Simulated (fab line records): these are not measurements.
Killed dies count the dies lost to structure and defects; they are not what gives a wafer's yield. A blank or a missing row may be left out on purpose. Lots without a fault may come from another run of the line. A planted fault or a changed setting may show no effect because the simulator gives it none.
fab line records + flow n5_finfet
record:
- lots: 10
- wafers: 30
- last_day: 19
route steps=1938 shown BEOL_M3@1005 BEOL_M4@1023
lots with no fault: from the same line, run without faults
start_h: hours from the record's first day to the start of the lot's first wafer shown + wait_h: time in hours since the lot's previous step + " unchanged from the row above + L1.1+2: one row covering several wafers at once + - no value present, or no start provided + * or withheld: withheld + < > ~ a bound
route shown NAME@n: a module of which the file shows steps, and the number in the route of the first + usual: mean and standard deviation over wafers with no fault + same: alike in all rows + chamber/n: place in a boat + sites: each site's reading + _std_site: standard deviation of those values + _edge_site: mean of outer sites minus mean of inner sites + radius_mm: for every site, how far away it sits from the centre of the wafer + mask NAME#n: copy n + behind: the most recent tool/chamber to have shaped the wafer + hold: what put the lot on hold/how long, in hours/how the hold closed + device: names the non-switching transistor (n, p or np) + end of line: the same wafers' tests at the end of the route + a step given without rows: its recipe and nothing more + killed: the dies lost at the first sort to structure and to defects; this is not the yield of the wafer + map: dies across one wafer; x = killed, . = not, _ = none there
set.NAME: the setting that was run; set.NAME@STEP: the one run at that earlier step + model.NAME: the simulator's own value behind a step, which no gauge read
one table for each step of the route and one row for each wafer, over a sample of lots
services: from which hour (start_h, from the record's first day; less than 0 if before it) a tool's chamber was out of use, for how many hours, and why
== steps ==
step: N5_BEOL_M3_ANNEAL_91
recipe:
- temp_c: 400
- time_s: 240
- ambient: vacuum
usual:
- heater_power_w: 818/85
| lot.wafer | tool           | chamber | start_h | wait_h | heater_power_w |
|-----------|----------------|---------|---------|--------|----------------|
| L748.2    | pvd_sputter-03 | -       | 163.71  | 0.0    | 726            |
| L748.4    | "              | -       | "       | "      | 805            |
| L748.6    | "              | -       | "       | "      | 804            |
| L749.1    | pvd_sputter-02 | -       | 168.38  | 0.0    | 834            |
| L749.4    | "              | -       | "       | "      | 765            |
| L749.6    | "              | -       | "       | "      | 798            |
| L751.2    | pvd_sputter-02 | -       | 174.76  | 0.0    | 984            |
| L751.4    | "              | -       | "       | "      | 733            |
| L751.6    | "              | -       | "       | "      | 984            |
| L752.2    | pvd_sputter-03 | -       | 207.48  | 0.0    | 746            |
| L752.3    | "              | -       | "       | "      | 792            |
| L752.5    | "              | -       | "       | "      | 813            |
| L753.1    | pvd_sputter-02 | -       | 207.65  | 0.0    | 828            |
| L753.3    | "              | -       | "       | "      | 739            |
| L753.5    | "              | -       | "       | "      | 807            |
| L754.1    | pvd_sputter-03 | -       | 214.07  | 0.0    | 745            |
| L754.2    | "              | -       | "       | "      | 794            |
| L754.6    | "              | -       | "       | "      | 807            |
| L758.2    | pvd_sputter-01 | -       | 228.48  | 0.0    | 948            |
| L758.5    | "              | -       | "       | "      | 961            |
| L758.6    | "              | -       | "       | "      | 810            |
| L767.3    | pvd_sputter-01 | -       | 289.05  | 0.0    | 787            |
| L767.5    | "              | -       | "       | "      | 766            |
| L767.6    | "              | -       | "       | "      | 807            |
| L769.1    | pvd_sputter-01 | -       | 296.95  | 0.0    | 783            |
| L769.2    | "              | -       | "       | "      | 809            |
| L769.5    | "              | -       | "       | "      | 933            |
| L770.3    | pvd_sputter-02 | -       | 332.14  | 0.0    | 854            |
| L770.4    | "              | -       | "       | "      | 764            |
| L770.5    | "              | -       | "       | "      | 755            |
step: N5_BEOL_M3_SPUTTER_96
recipe:
- material: Cu
- target_thk_a: 45
- temp_c: -20
- chamber_pressure_pa: 0.07
- power_w: withheld
- time_s: 8.29
usual:
- throttle_valve_pct: 29.8/1.1
| lot.wafer | tool           | chamber | start_h | wait_h | throttle_valve_pct |
|-----------|----------------|---------|---------|--------|--------------------|
| L748.2    | pvd_sputter-03 | -       | 164.29  | 0.1    | 30.1               |
| L748.4    | "              | -       | "       | "      | 28.2               |
| L748.6    | "              | -       | "       | "      | 31.2               |
| L749.1    | pvd_sputter-02 | -       | 168.96  | 0.1    | 29.5               |
| L749.4    | "              | -       | "       | "      | 31.6               |
| L749.6    | "              | -       | "       | "      | 31.6               |
| L751.2    | pvd_sputter-02 | -       | 175.34  | 0.1    | 29.6               |
| L751.4    | "              | -       | "       | "      | 29.3               |
| L751.6    | "              | -       | "       | "      | 29.6               |
| L752.2    | pvd_sputter-03 | -       | 208.06  | 0.1    | 29.2               |
| L752.3    | "              | -       | "       | "      | 31.3               |
| L752.5    | "              | -       | "       | "      | 28.5               |
| L753.1    | pvd_sputter-02 | -       | 208.23  | 0.1    | 29.8               |
| L753.3    | "              | -       | "       | "      | 29.6               |
| L753.5    | "              | -       | "       | "      | 29.9               |
| L754.1    | pvd_sputter-03 | -       | 214.65  | 0.1    | 29.0               |
| L754.2    | "              | -       | "       | "      | 28.4               |
| L754.6    | "              | -       | "       | "      | 31.0               |
| L758.2    | pvd_sputter-01 | -       | 229.06  | 0.1    | 27.1               |
| L758.5    | "              | -       | "       | "      | 30.1               |
| L758.6    | "              | -       | "       | "      | 30.0               |
| L767.3    | pvd_sputter-01 | -       | 289.63  | 0.1    | 29.8               |
| L767.5    | "              | -       | "       | "      | 30.0               |
| L767.6    | "              | -       | "       | "      | 29.9               |
| L769.1    | pvd_sputter-01 | -       | 297.53  | 0.1    | 30.1               |
| L769.2    | "              | -       | "       | "      | 30.0               |
| L769.5    | "              | -       | "       | "      | 30.3               |
| L770.3    | pvd_sputter-02 | -       | 332.72  | 0.1    | 29.6               |
| L770.4    | "              | -       | "       | "      | 31.5               |
| L770.5    | "              | -       | "       | "      | 31.5               |
step: N5_BEOL_M4_PECVD_72
recipe:
- material: SiO2
- target_thk_a: 160
- temp_c: 400
- precursor: TEOS/O2
- pressure_torr: 5.5
- rf_w: 450
- teos_flow_sccm: 53.8
- gas: O2
- flow_sccm: 3000
- time_s: 18
usual:
- heater_power_outer_w: 417/46
- heater_power_w: 695/59
- showerhead_plenum_p_Torr: 8.79/0.048
- susceptor_temp_C: 399.99/0.25
- throttle_valve_pct: 22.3/1.2
| lot.wafer | tool     | chamber | start_h | wait_h | heater_power_outer_w | heater_power_w | showerhead_plenum_p_Torr | susceptor_temp_C | throttle_valve_pct |
|-----------|----------|---------|---------|--------|----------------------|----------------|--------------------------|------------------|--------------------|
| L748.2    | pecvd-01 | 2       | 165.55  | 0.0    | 459                  | 738            | 8.81                     | 400.34           | 23.6               |
| L748.4    | "        | 1       | "       | "      | 434                  | 701            | 8.77                     | 399.71           | 24.2               |
| L748.6    | "        | 0       | "       | "      | 498                  | 801            | 8.82                     | 400.13           | 22.4               |
| L749.1    | pecvd-02 | 0       | 172.42  | 0.0    | 428                  | 722            | 8.76                     | 399.89           | 21.6               |
| L749.4    | "        | 1       | "       | "      | 449                  | 710            | 8.72                     | 400.37           | 21.6               |
| L749.6    | "        | 0       | "       | "      | 422                  | 718            | 8.74                     | 399.79           | 21.7               |
| L751.2    | pecvd-01 | 0       | 176.56  | 0.0    | 513                  | 805            | 8.85                     | 400.15           | 22.4               |
| L751.4    | "        | 2       | "       | "      | 421                  | 699            | 8.83                     | 399.84           | 24.2               |
| L751.6    | "        | 0       | "       | "      | 518                  | 841            | 8.85                     | 399.57           | 22.5               |
| L752.2    | pecvd-03 | 1       | 209.27  | 0.0    | 404                  | 669            | 8.85                     | 400.11           | 21.6               |
| L752.3    | "        | 0       | "       | "      | 433                  | 726            | 8.73                     | 400.15           | 22.8               |
| L752.5    | "        | 1       | "       | "      | 405                  | 681            | 8.86                     | 400.28           | 21.5               |
| L753.1    | pecvd-01 | 1       | 209.48  | 0.0    | 409                  | 701            | 8.77                     | 400.10           | 24.3               |
| L753.3    | "        | 0       | "       | "      | 478                  | 736            | 8.85                     | 400.03           | 22.8               |
| L753.5    | "        | 1       | "       | "      | 424                  | 700            | 8.78                     | 400.06           | 24.3               |
| L754.1    | pecvd-03 | 0       | 215.87  | 0.0    | 394                  | 680            | 8.76                     | 400.64           | 22.7               |
| L754.2    | "        | 1       | "       | "      | 356                  | 611            | 8.90                     | 400.08           | 21.5               |
| L754.6    | "        | 1       | "       | "      | 364                  | 599            | 8.90                     | 400.05           | 21.5               |
| L758.2    | pecvd-02 | 2       | 230.38  | 0.0    | 418                  | 742            | 8.80                     | 400.25           | 20.8               |
| L758.5    | "        | 2       | "       | "      | 428                  | 726            | 8.79                     | 399.85           | 20.7               |
| L758.6    | "        | 1       | "       | "      | 429                  | 724            | 8.72                     | 399.45           | 21.3               |
| L767.3    | pecvd-01 | 2       | 291.13  | 0.0    | 405                  | 670            | 8.78                     | 394.17           | 21.6               |
| L767.5    | "        | 1       | "       | "      | 417                  | 708            | 8.77                     | 394.22           | 24.4               |
| L767.6    | "        | 0       | "       | "      | 416                  | 679            | 8.86                     | 394.33           | 22.6               |
| L769.1    | pecvd-01 | 2       | 298.80  | 0.0    | 373                  | 647            | 8.80                     | 393.66           | 21.4               |
| L769.2    | "        | 1       | "       | "      | 348                  | 596            | 8.76                     | 394.32           | 24.5               |
| L769.5    | "        | 2       | "       | "      | 374                  | 637            | 8.80                     | 393.94           | 21.2               |
| L770.3    | pecvd-01 | 2       | 333.94  | 0.0    | 406                  | 697            | 8.79                     | 394.05           | 21.5               |
| L770.4    | "        | 2       | "       | "      | 413                  | 686            | 8.79                     | 393.92           | 21.7               |
| L770.5    | "        | 0       | "       | "      | 400                  | 670            | 8.87                     | 394.40           | 23.1               |
step: N5_BEOL_M4_HM_DEP_02
recipe:
- material: TiN
- target_thk_a: 200
- temp_c: 25
- chamber_pressure_pa: 0.49996
usual:
- throttle_valve_pct: 29.6/1.2
| lot.wafer | tool           | chamber | start_h | wait_h | throttle_valve_pct |
|-----------|----------------|---------|---------|--------|--------------------|
| L748.2    | pvd_sputter-03 | -       | 167.67  | 2.1    | 31.0               |
| L748.4    | "              | -       | "       | "      | 30.7               |
| L748.6    | "              | -       | "       | "      | 30.0               |
| L749.1    | pvd_sputter-02 | -       | 172.62  | 0.2    | 31.4               |
| L749.4    | "              | -       | "       | "      | 29.2               |
| L749.6    | "              | -       | "       | "      | 29.5               |
| L751.2    | pvd_sputter-02 | -       | 177.26  | 0.7    | 29.2               |
| L751.4    | "              | -       | "       | "      | 29.4               |
| L751.6    | "              | -       | "       | "      | 31.9               |
| L752.2    | pvd_sputter-02 | -       | 210.31  | 1.0    | 29.3               |
| L752.3    | "              | -       | "       | "      | 29.7               |
| L752.5    | "              | -       | "       | "      | 31.5               |
| L753.1    | pvd_sputter-02 | -       | 210.41  | 0.9    | 29.3               |
| L753.3    | "              | -       | "       | "      | 29.3               |
| L753.5    | "              | -       | "       | "      | 31.6               |
| L754.1    | pvd_sputter-02 | -       | 216.46  | 0.6    | 29.5               |
| L754.2    | "              | -       | "       | "      | 31.3               |
| L754.6    | "              | -       | "       | "      | 29.2               |
| L758.2    | pvd_sputter-01 | -       | 230.46  | 0.1    | 26.8               |
| L758.5    | "              | -       | "       | "      | 29.9               |
| L758.6    | "              | -       | "       | "      | 30.1               |
| L767.3    | pvd_sputter-01 | -       | 292.75  | 1.6    | 30.3               |
| L767.5    | "              | -       | "       | "      | 30.2               |
| L767.6    | "              | -       | "       | "      | 30.0               |
| L769.1    | pvd_sputter-02 | -       | 298.89  | 0.1    | 29.3               |
| L769.2    | "              | -       | "       | "      | 31.3               |
| L769.5    | "              | -       | "       | "      | 29.5               |
| L770.3    | pvd_sputter-03 | -       | 334.47  | 0.5    | 30.1               |
| L770.4    | "              | -       | "       | "      | 29.0               |
| L770.5    | "              | -       | "       | "      | 28.5               |
step: N5_BEOL_M4_RC_MEAS_101
usual:
- DIBL_N: 36.5/1.9
- DIBL_P: 36.7/2.1
- IOFF_N: 0.17/0.035
- IOFF_P: 0.22/0.042
- ION_N: 676/10
- ION_P: 462/8.1
- SS_N: 71.5/0.72
- SS_P: 73.4/0.7
- VT_N: 249/3.1
- VT_P: -250/3.9
| lot.wafer | tool      | chamber | start_h | wait_h | DIBL_N[mV/V] | DIBL_P[mV/V] | IOFF_N[nA/um] | IOFF_P[nA/um] | ION_N[uA/um] | ION_P[uA/um] | SS_N[mV/dec] | SS_P[mV/dec] | VT_N[mV] | VT_P[mV] |
|-----------|-----------|---------|---------|--------|--------------|--------------|---------------|---------------|--------------|--------------|--------------|--------------|----------|----------|
| L748.2    | prober-02 | 0       | 180.98  | 0.2    | 38.3         | 40.1         | 0.21          | 0.31          | 678          | 466          | 72.6         | 74.4         | 250      | -246     |
| L748.4    | "         | 0       | "       | "      | 38.4         | 40.2         | 0.22          | 0.31          | 695          | 481          | 71.9         | 74.1         | 245      | -244     |
| L748.6    | "         | 0       | "       | "      | 36.6         | 36.9         | 0.18          | 0.25          | 681          | 471          | 72.8         | 73.3         | 249      | -246     |
| L749.1    | prober-01 | 0       | 181.00  | 0.0    | 35.3         | 36.5         | 0.14          | 0.18          | 674          | 456          | 71.3         | 74.1         | 251      | -257     |
| L749.4    | "         | 0       | "       | "      | 35.1         | 36.3         | 0.14          | 0.17          | 673          | 456          | 72.2         | 72.9         | 249      | -256     |
| L749.6    | "         | 0       | "       | "      | 35.1         | 36.6         | 0.15          | 0.18          | 679          | 458          | 71.7         | 73.7         | 249      | -257     |
| L751.2    | prober-02 | 0       | 193.82  | 0.2    | 38.4         | 38.6         | 0.18          | 0.23          | 680          | 461          | 72.2         | 74.0         | 251      | -250     |
| L751.4    | "         | 0       | "       | "      | 35.4         | 36.4         | 0.14          | 0.21          | 681          | 466          | 71.0         | 73.9         | 251      | -249     |
| L751.6    | "         | 0       | "       | "      | 36.1         | 35.7         | 0.14          | 0.20          | 662          | 459          | 72.2         | 73.5         | 252      | -251     |
| L752.2    | prober-02 | 0       | 219.95  | 0.2    | 37.9         | 37.8         | 0.16          | 0.27          | 674          | 467          | 72.4         | 73.1         | 247      | -245     |
| L752.3    | "         | 0       | "       | "      | 39.7         | 40.0         | 0.20          | 0.30          | 681          | 472          | 72.3         | 74.3         | 249      | -244     |
| L752.5    | "         | 0       | "       | "      | 38.8         | 38.7         | 0.17          | 0.26          | 670          | 460          | 71.8         | 73.7         | 249      | -246     |
| L753.1    | prober-01 | 0       | 220.97  | 0.0    | 36.9         | 36.0         | 0.17          | 0.23          | 683          | 469          | 70.4         | 73.1         | 246      | -247     |
| L753.3    | "         | 0       | "       | "      | 40.6         | 39.9         | 0.23          | 0.30          | 687          | 467          | 72.6         | 74.6         | 245      | -242     |
| L753.5    | "         | 0       | "       | "      | 38.2         | 36.8         | 0.19          | 0.25          | 678          | 463          | 71.1         | 74.0         | 246      | -246     |
| L754.1    | prober-02 | 0       | 227.58  | 0.0    | 38.5         | 39.7         | 0.21          | 0.28          | 699          | 476          | 71.8         | 74.3         | 246      | -244     |
| L754.2    | "         | 0       | "       | "      | 36.0         | 35.4         | 0.16          | 0.20          | 676          | 465          | 70.9         | 72.7         | 249      | -248     |
| L754.6    | "         | 0       | "       | "      | 36.5         | 36.6         | 0.16          | 0.22          | 683          | 466          | 71.2         | 73.5         | 249      | -249     |
| L758.2    | prober-01 | 0       | 251.53  | 0.2    | 36.3         | 37.6         | 0.17          | 0.22          | 675          | 460          | 71.7         | 72.8         | 248      | -250     |
| L758.5    | "         | 0       | "       | "      | 36.8         | 37.1         | 0.16          | 0.21          | 675          | 460          | 70.9         | 73.0         | 251      | -251     |
| L758.6    | "         | 0       | "       | "      | 36.6         | 36.7         | 0.16          | 0.20          | 678          | 462          | 71.9         | 73.3         | 249      | -254     |
| L767.3    | prober-01 | 0       | 320.83  | 0.3    | 34.6         | 35.7         | 0.15          | 0.19          | 670          | 457          | 71.2         | 73.1         | 249      | -254     |
| L767.5    | "         | 0       | "       | "      | 37.0         | 39.9         | 0.18          | 0.25          | 675          | 459          | 71.9         | 74.6         | 247      | -252     |
| L767.6    | "         | 0       | "       | "      | 34.2         | 35.9         | 0.14          | 0.18          | 670          | 455          | 71.0         | 73.3         | 249      | -256     |
| L769.1    | prober-02 | 0       | 324.73  | 0.0    | 36.1         | 34.6         | 0.13          | 0.18          | 657          | 454          | 71.0         | 72.7         | 252      | -253     |
| L769.2    | "         | 0       | "       | "      | 35.7         | 35.6         | 0.14          | 0.19          | 662          | 455          | 71.3         | 73.0         | 252      | -253     |
| L769.5    | "         | 0       | "       | "      | 38.8         | 38.9         | 0.19          | 0.25          | 676          | 463          | 71.8         | 73.1         | 246      | -247     |
| L770.3    | prober-01 | 0       | 348.43  | 0.3    | 35.8         | 36.4         | 0.18          | 0.24          | 683          | 470          | 71.4         | 73.4         | 247      | -247     |
| L770.4    | "         | 0       | "       | "      | 37.7         | 38.7         | 0.19          | 0.26          | 674          | 460          | 72.8         | 73.5         | 246      | -248     |
| L770.5    | "         | 0       | "       | "      | 35.5         | 36.3         | 0.16          | 0.23          | 682          | 472          | 71.3         | 73.2         | 249      | -247     |
== services ==
| tool     | chamber | start_h | hours | kind                          |
|----------|---------|---------|-------|-------------------------------|
| pecvd-01 | 2       | 145.14  | 11.9  | repair                        |
| pecvd-02 | 1       | 151.37  | 2.1   | scheduled_down                |
| pecvd-02 | 2       | 162.58  | 6.2   | repair                        |
| pecvd-03 | 0       | 179.48  | 4.6   | scheduled_down                |
| pecvd-03 | -       | 199.47  | 0.3   | repair                        |
| pecvd-01 | 2       | 202.38  | -     | clean                         |
| pecvd-01 | 2       | 202.38  | -     | consumable_replace:showerhead |
| pecvd-01 | 2       | 202.38  | 29.0  | scheduled_down                |
| pecvd-01 | 2       | 202.38  | 29.0  | vent_cycle                    |
| pecvd-03 | -       | 270.84  | 0.9   | repair                        |
| pecvd-03 | 2       | 277.64  | 2.1   | scheduled_down                |
| pecvd-02 | 1       | 295.21  | 5.2   | repair                        |
| pecvd-03 | 2       | 326.21  | 5.5   | scheduled_down                |
| pecvd-01 | 2       | 328.77  | 2.1   | scheduled_down                |
== key ==
first_sign:
- step: N5_BEOL_M4_PECVD_72
- reading: susceptor_temp_C
- direction: down
- sigmas: 24
- usual: *
- struck: *
effect none on later readings
met_at N5_BEOL_M4_PECVD_72
struck_lots L767,L769,L770
not_acting_at N5_BEOL_M3_ANNEAL_91,N5_BEOL_M3_SPUTTER_96,N5_BEOL_M4_HM_DEP_02
onset_between 209.48 291.13
fault:
- kind: process_parameter_drift
- tool: pecvd-01
- chamber: -
- onset_h: 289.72
- steps: N5_BEOL_M4_PECVD_72
- channel: temp_c
- offset: *
- shape: step
- end_h: 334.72
- acts_in: *
- stated: *
